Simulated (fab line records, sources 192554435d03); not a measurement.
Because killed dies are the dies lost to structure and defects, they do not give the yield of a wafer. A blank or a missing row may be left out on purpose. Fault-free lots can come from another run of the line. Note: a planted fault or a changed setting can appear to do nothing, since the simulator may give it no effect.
Chamber matching -- flow n5 finfet -- cvd co-01 running N5_BEOL_M3_PRE_CLEAN_60: 3 sister chambers
The step time 15 s. 3 wafers are shown with their chamber, then 10 later ones without.

== WAFERS, EACH WITH ITS CHAMBER ==
wafer,chamber,heater power w (W)
L088.5,0,76
L088.6,1,90
L087.5,2,101

== WAFERS WITHOUT THEIR CHAMBER ==
wafer,heater power w (W)
L087.6,75
L092.1,103
L092.2,89
L092.3,76
L095.2,99
L095.5,102
L095.6,89
L097.3,76
L097.4,75
L097.5,91

== WHICH CHAMBER EACH WENT THROUGH ==
wafer,from the rows above,in truth
L087.6,0,0
L092.1,2,2
L092.2,1,1
L092.3,0,0
L095.2,2,2
L095.5,2,2
L095.6,1,1
L097.3,0,0
L097.4,0,0
L097.5,1,1
Correctly placed: 10 of 10. Can't be placed from these rows: 0. Wrongly placed: 0.
How it was worked out, from the rows above alone: a wafer's distance from a chamber is the root of the sum, over the readings, of the square of ((its reading less the chamber's mean) divided by the reading's scatter). The wafer belongs to the nearest chamber; if the next one is less than 2 further off, it can't be placed. For every chamber, the mean is computed from those of its wafers that are shown. The scatter: with one shown wafer a chamber, the root of the mean of the squares of how far each hidden wafer lies from its nearest shown one.
